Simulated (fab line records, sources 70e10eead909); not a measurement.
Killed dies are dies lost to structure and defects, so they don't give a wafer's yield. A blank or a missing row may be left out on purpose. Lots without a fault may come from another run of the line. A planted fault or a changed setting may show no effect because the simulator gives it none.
Chamber matching | flow nand_harc | NHARC_A_STAIRCASE_DESCUM_186 on rie_diel-12: 4 sister chambers
The step chemistry O2, time 3 s. 14 wafers are shown with their chamber, then 7 later ones without.

WAFERS WITH THEIR CHAMBER
wafer  | chamber | showerhead_plenum_p_Torr (Torr) | drypump_motor_current_A (A) | oes_product_au (a.u.)
L075.1 | 2       | 1.90                            | 5.8                         | 1.011
L075.4 | 0       | 1.79                            | 6.4                         | 0.995
L075.6 | 2       | 1.90                            | 5.8                         | 1.011
L082.2 | 2       | 1.90                            | 5.8                         | 1.011
L082.3 | 1       | 1.91                            | 6.1                         | 1.018
L082.6 | 2       | 1.90                            | 5.8                         | 1.018
L083.1 | 3       | 1.93                            | 6.4                         | 1.004
L083.4 | 2       | 1.89                            | 5.8                         | 1.026
L083.6 | 0       | 1.78                            | 6.4                         | 1.004
L085.1 | 2       | 1.89                            | 5.8                         | 1.002
L085.2 | 3       | 1.93                            | 6.3                         | 0.996
L085.3 | 0       | 1.78                            | 6.4                         | 0.990
L086.1 | 2       | 1.89                            | 5.8                         | 1.005
L086.2 | 0       | 1.78                            | 6.4                         | 0.973

SIGNATURES (means of the wafers above)
reading                  | chamber 0 | chamber 1 | chamber 2 | chamber 3 | scatter within a chamber
showerhead_plenum_p_Torr | 1.7825    | 1.9100    | 1.8957    | 1.9300    | 0.00496
drypump_motor_current_A  | 6.400     | 6.100     | 5.800     | 6.350     | 0.0224
oes_product_au           | 0.99050   | 1.01800   | 1.01200   | 1.00000   | 0.00962
Rule: a wafer's distance from a chamber is the root of the sum, over the readings, of the square of ((its reading less the chamber's mean) divided by the reading's scatter). The wafer belongs to the nearest chamber; if the next one is less than 2 further off, it can't be placed. The scatter: the root of (the sum of the squares of (reading less its chamber's mean) over the shown wafers, divided by (wafers less chambers)).

WAFERS WITHOUT THEIR CHAMBER
wafer  | showerhead_plenum_p_Torr (Torr) | drypump_motor_current_A (A) | oes_product_au (a.u.)
L086.5 | 1.89                            | 5.8                         | 1.009
L092.1 | 1.77                            | 6.4                         | 0.982
L092.3 | 1.92                            | 6.3                         | 0.992
L092.4 | 1.88                            | 5.8                         | 1.006
L091.2 | 1.91                            | 6.1                         | 0.981
L091.3 | 1.77                            | 6.4                         | 0.980
L091.5 | 1.77                            | 6.4                         | 0.983

WHICH CHAMBER EACH WENT THROUGH
wafer  | from the rows above | in truth
L086.5 | 2                   | 2
L092.1 | 0                   | 0
L092.3 | 3                   | 3
L092.4 | 2                   | 2
L091.2 | 1                   | 1
L091.3 | 0                   | 0
L091.5 | 0                   | 0
Placed correctly: 7 of 7. Can't be placed from these rows: 0. Placed wrongly: 0.
